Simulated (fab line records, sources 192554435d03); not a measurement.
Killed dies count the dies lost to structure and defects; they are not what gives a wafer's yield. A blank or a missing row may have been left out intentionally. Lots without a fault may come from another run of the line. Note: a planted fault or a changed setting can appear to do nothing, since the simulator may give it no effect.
Matching of chambers :: flow n5 finfet :: N5_BEOL_M3_STRIP_19 on rie diel-06: 4 sister chambers
The step strips in O2. 20 wafers are shown with their chamber, then 10 later ones without.

WAFERS WITH THEIR CHAMBER
wafer: L074.3
chamber: 2
drypump motor current A (A): 5.2
throttle valve pct (%): 16.10
showerhead plenum p Torr (Torr): 2.12

wafer: L074.4
chamber: 1
drypump motor current A (A): 5.5
throttle valve pct (%): 16.79
showerhead plenum p Torr (Torr): 2.16

wafer: L074.6
chamber: 1
drypump motor current A (A): 5.5
throttle valve pct (%): 16.80
showerhead plenum p Torr (Torr): 2.16

wafer: L075.1
chamber: 2
drypump motor current A (A): 5.2
throttle valve pct (%): 16.12
showerhead plenum p Torr (Torr): 2.12

wafer: L075.3
chamber: 1
drypump motor current A (A): 5.4
throttle valve pct (%): 16.80
showerhead plenum p Torr (Torr): 2.16

wafer: L075.6
chamber: 1
drypump motor current A (A): 5.4
throttle valve pct (%): 16.80
showerhead plenum p Torr (Torr): 2.16

wafer: L076.1
chamber: 1
drypump motor current A (A): 5.5
throttle valve pct (%): 16.81
showerhead plenum p Torr (Torr): 2.15

wafer: L076.4
chamber: 3
drypump motor current A (A): 5.4
throttle valve pct (%): 16.39
showerhead plenum p Torr (Torr): 2.02

wafer: L076.6
chamber: 3
drypump motor current A (A): 5.4
throttle valve pct (%): 16.38
showerhead plenum p Torr (Torr): 2.02

wafer: L077.3
chamber: 1
drypump motor current A (A): 5.5
throttle valve pct (%): 16.81
showerhead plenum p Torr (Torr): 2.15

wafer: L077.5
chamber: 2
drypump motor current A (A): 5.2
throttle valve pct (%): 16.13
showerhead plenum p Torr (Torr): 2.12

wafer: L077.6
chamber: 1
drypump motor current A (A): 5.4
throttle valve pct (%): 16.81
showerhead plenum p Torr (Torr): 2.15

wafer: L078.2
chamber: 0
drypump motor current A (A): 6.2
throttle valve pct (%): 16.49
showerhead plenum p Torr (Torr): 2.12

wafer: L078.4
chamber: 2
drypump motor current A (A): 5.2
throttle valve pct (%): 16.10
showerhead plenum p Torr (Torr): 2.12

wafer: L078.6
chamber: 0
drypump motor current A (A): 6.2
throttle valve pct (%): 16.48
showerhead plenum p Torr (Torr): 2.12

wafer: L082.2
chamber: 1
drypump motor current A (A): 5.5
throttle valve pct (%): 16.82
showerhead plenum p Torr (Torr): 2.15

wafer: L082.5
chamber: 1
drypump motor current A (A): 5.5
throttle valve pct (%): 16.82
showerhead plenum p Torr (Torr): 2.15

wafer: L082.6
chamber: 0
drypump motor current A (A): 6.2
throttle valve pct (%): 16.48
showerhead plenum p Torr (Torr): 2.11

wafer: L089.2
chamber: 2
drypump motor current A (A): 5.2
throttle valve pct (%): 16.14
showerhead plenum p Torr (Torr): 2.11

wafer: L089.4
chamber: 1
drypump motor current A (A): 5.5
throttle valve pct (%): 16.84
showerhead plenum p Torr (Torr): 2.15

SIGNATURES (averages over the wafers above)
reading: drypump motor current A
chamber 0: 6.200
chamber 1: 5.470
chamber 2: 5.200
chamber 3: 5.400
scatter within a chamber: 0.0362

reading: throttle valve pct
chamber 0: 16.4833
chamber 1: 16.8100
chamber 2: 16.1180
chamber 3: 16.3850
scatter within a chamber: 0.0141

reading: showerhead plenum p Torr
chamber 0: 2.1167
chamber 1: 2.1540
chamber 2: 2.1180
chamber 3: 2.0200
scatter within a chamber: 0.00492
Rule: a wafer lies at a distance from a chamber equal to the root of the sum of squares, over the readings, of (its reading less the chamber's mean, divided by the reading's scatter). If the next closest chamber is less than 2 further off than the closest, the wafer can't be placed; otherwise it belongs to the closest. The scatter: the root of (the sum of the squares of (reading less its chamber's mean) over the shown wafers, divided by (wafers less chambers)).

WAFERS WITHOUT THEIR CHAMBER
wafer: L089.6
drypump motor current A (A): 6.2
throttle valve pct (%): 16.53
showerhead plenum p Torr (Torr): 2.11

wafer: L087.2
drypump motor current A (A): 6.2
throttle valve pct (%): 16.52
showerhead plenum p Torr (Torr): 2.11

wafer: L087.3
drypump motor current A (A): 5.2
throttle valve pct (%): 16.16
showerhead plenum p Torr (Torr): 2.11

wafer: L087.5
drypump motor current A (A): 5.2
throttle valve pct (%): 16.16
showerhead plenum p Torr (Torr): 2.11

wafer: L092.1
drypump motor current A (A): 6.3
throttle valve pct (%): 16.54
showerhead plenum p Torr (Torr): 2.11

wafer: L092.4
drypump motor current A (A): 5.4
throttle valve pct (%): 16.42
showerhead plenum p Torr (Torr): 2.01

wafer: L092.6
drypump motor current A (A): 6.3
throttle valve pct (%): 16.54
showerhead plenum p Torr (Torr): 2.11

wafer: L096.2
drypump motor current A (A): 5.2
throttle valve pct (%): 16.22
showerhead plenum p Torr (Torr): 2.10

wafer: L096.3
drypump motor current A (A): 6.2
throttle valve pct (%): 16.57
showerhead plenum p Torr (Torr): 2.10

wafer: L096.4
drypump motor current A (A): 5.5
throttle valve pct (%): 16.28
showerhead plenum p Torr (Torr): 2.14

CHAMBER TAKEN BY EACH
wafer: L089.6
from the rows above: 0
in truth: 0

wafer: L087.2
from the rows above: 0
in truth: 0

wafer: L087.3
from the rows above: 2
in truth: 2

wafer: L087.5
from the rows above: 2
in truth: 2

wafer: L092.1
from the rows above: 0
in truth: 0

wafer: L092.4
from the rows above: 3
in truth: 3

wafer: L092.6
from the rows above: 0
in truth: 0

wafer: L096.2
from the rows above: 2
in truth: 2

wafer: L096.3
from the rows above: 0
in truth: 0

wafer: L096.4
from the rows above: 2
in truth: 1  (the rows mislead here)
Placed correctly: 9 of 10. From these rows, 0 cannot be placed. 1 placed wrongly.
